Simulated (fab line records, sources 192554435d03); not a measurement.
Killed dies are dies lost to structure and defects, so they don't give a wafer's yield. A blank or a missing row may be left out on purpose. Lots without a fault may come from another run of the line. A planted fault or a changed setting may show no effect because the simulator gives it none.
Split-lot experiment | flow n5_finfet | 7 lots, 39 wafers read, on a route of 1938 steps

THE SPLIT
At N5_BEOL_M8_ALD_77 (deposits TaN, target thk 2 nm, pulse time 2 s, purge time 3 s), the setting ald_cycles was moved away from the recipe's 40 on 12 of the 39 wafers read, by -37.5% to +55.0%. The other wafers ran this setting at the recipe's value.

The reading is taken at the split's own step.

THE READING
TaN_of_BEOL_M8_ALD_77.thk_nm (the simulator's own value, which no gauge read), in nm, at N5_BEOL_M8_ALD_77 (deposits TaN, target thk 2 nm, pulse time 2 s, purge time 3 s). The file gives no usual value for it.

wafer  | tool, chamber at the split | ald_cycles as run | against the recipe | TaN_of_BEOL_M8_ALD_77.thk_nm, nm | against lot-mates on the recipe
L075.1 | ald_metal-04, 3,1          | 50                | +25.0%             | 2.6                              | +0.6
L075.3 | ald_metal-04, 3,1          | 50                | +25.0%             | 2.6                              | +0.6
L075.2 | ald_metal-04, 0,2,0        | 40                | recipe             | 2                                | -
L075.4 | ald_metal-04, 0,2,0        | 40                | recipe             | 2                                | -
L075.5 | ald_metal-04, 0,2,0        | 40                | recipe             | 2                                | -
L075.6 | ald_metal-04, 3            | 50                | +25.0%             | 2.4                              | +0.4
L074.1 | ald_metal-02, 3,1,1        | 40                | recipe             | 2                                | -
L074.3 | ald_metal-02, 3,1,1        | 40                | recipe             | 2                                | -
L074.5 | ald_metal-02, 3,1,1        | 40                | recipe             | 2                                | -
L074.2 | ald_metal-02, 0,2,2        | 62                | +55.0%             | 3.2                              | +1.2
L074.4 | ald_metal-02, 0,2,2        | 62                | +55.0%             | 3.2                              | +1.2
L074.6 | ald_metal-02, 0,2,2        | 62                | +55.0%             | 3.2                              | +1.2
L082.1 | ald_metal-04, 2,0,3        | 56                | +40.0%             | 2.8                              | +0.8
L082.2 | ald_metal-04, 2,0,3        | 56                | +40.0%             | 2.8                              | +0.8
L082.4 | ald_metal-04, 2,0,3        | 56                | +40.0%             | 2.8                              | +0.8
L082.3 | ald_metal-04, 1,1,0        | 40                | recipe             | 2                                | -
L082.5 | ald_metal-04, 1,1,0        | 40                | recipe             | 2                                | -
L082.6 | ald_metal-04, 1,1,0        | 40                | recipe             | 2                                | -
L080.1 | ald_metal-04, 1,0,3        | 25                | -37.5%             | 1.2                              | -0.8
L080.2 | ald_metal-04, 1,0,3        | 25                | -37.5%             | 1.2                              | -0.8
L080.5 | ald_metal-04, 1,0,3        | 25                | -37.5%             | 1.2                              | -0.8
L080.3 | ald_metal-04, 3,2,2        | 40                | recipe             | 2                                | -
L080.4 | ald_metal-04, 3,2,2        | 40                | recipe             | 2                                | -
L080.6 | ald_metal-04, 3,2,2        | 40                | recipe             | 2                                | -
L086.2 | ald_metal-02, 0,1,1        | 40                | recipe             | 2                                | -
L086.3 | ald_metal-02, 0,1,1        | 40                | recipe             | 2                                | -
L086.4 | ald_metal-02, 0,1,1        | 40                | recipe             | 2                                | -
L090.1 | ald_metal-01, 2,1,3,0,0,3  | 40                | recipe             | 2                                | -
L090.2 | ald_metal-01, 2,1,3,0,0,3  | 40                | recipe             | 2                                | -
L090.3 | ald_metal-01, 2,1,3,0,0,3  | 40                | recipe             | 2                                | -
L090.4 | ald_metal-01, 2,1,3,0,0,3  | 40                | recipe             | 2                                | -
L090.5 | ald_metal-01, 2,1,3,0,0,3  | 40                | recipe             | 2                                | -
L090.6 | ald_metal-01, 2,1,3,0,0,3  | 40                | recipe             | 2                                | -
L089.1 | ald_metal-02, 2,1,0,0,1,2  | 40                | recipe             | 2                                | -
L089.2 | ald_metal-02, 2,1,0,0,1,2  | 40                | recipe             | 2                                | -
L089.3 | ald_metal-02, 2,1,0,0,1,2  | 40                | recipe             | 2                                | -
L089.4 | ald_metal-02, 2,1,0,0,1,2  | 40                | recipe             | 2                                | -
L089.5 | ald_metal-02, 2,1,0,0,1,2  | 40                | recipe             | 2                                | -
L089.6 | ald_metal-02, 2,1,0,0,1,2  | 40                | recipe             | 2                                | -
Where a row lists several chambers, the file gives one row for several wafers and doesn't say which wafer went through which chamber.

THE FIT
A straight line over all 39 wafers: TaN_of_BEOL_M8_ALD_77.thk_nm changes by +0.0213 nm for each +1% of ald_cycles; r = +1.00; the points scatter about the line by 0.032 nm.
The same after taking each lot's own level away (the mean of its wafers on the recipe; 39 wafers): +0.0213 nm for each +1%; r = +1.00; scatter 0.032 nm.
On that fit, the largest move of ald_cycles shifts the reading by 1.2 nm.
The lots' own levels span 2.00 to 2.00 nm.
So the lot-to-lot level changes the slope little: the two slopes agree.
Check: with one of the wafers moved furthest among these (+55.0%) left out of the fit, the line predicts +1.16 nm for it against its lot-mates. It came out at +1.2 nm against them.

OTHER SPLITS ON THESE WAFERS
These wafers also went through other splits before the reading. Each is held against what the fit with the lots' levels taken away leaves over:
other split on the same wafers           | wafers away from the commonest value | r with TaN_of_BEOL_M8_ALD_77.thk_nm (lot level and that fit taken away)
N5_BEOL_M2_TRENCH_ETCH_37 target_depth_a | 12                                   | -0.11
N5_BEOL_M7_ILD_DEP_00 target_thk_a       | 9                                    | +0.01

THE FILE'S OWN FIT
TaN_of_BEOL_M8_ALD_77.thk_nm changes by +0.0212 nm for each +1% of ald_cycles, r = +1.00.
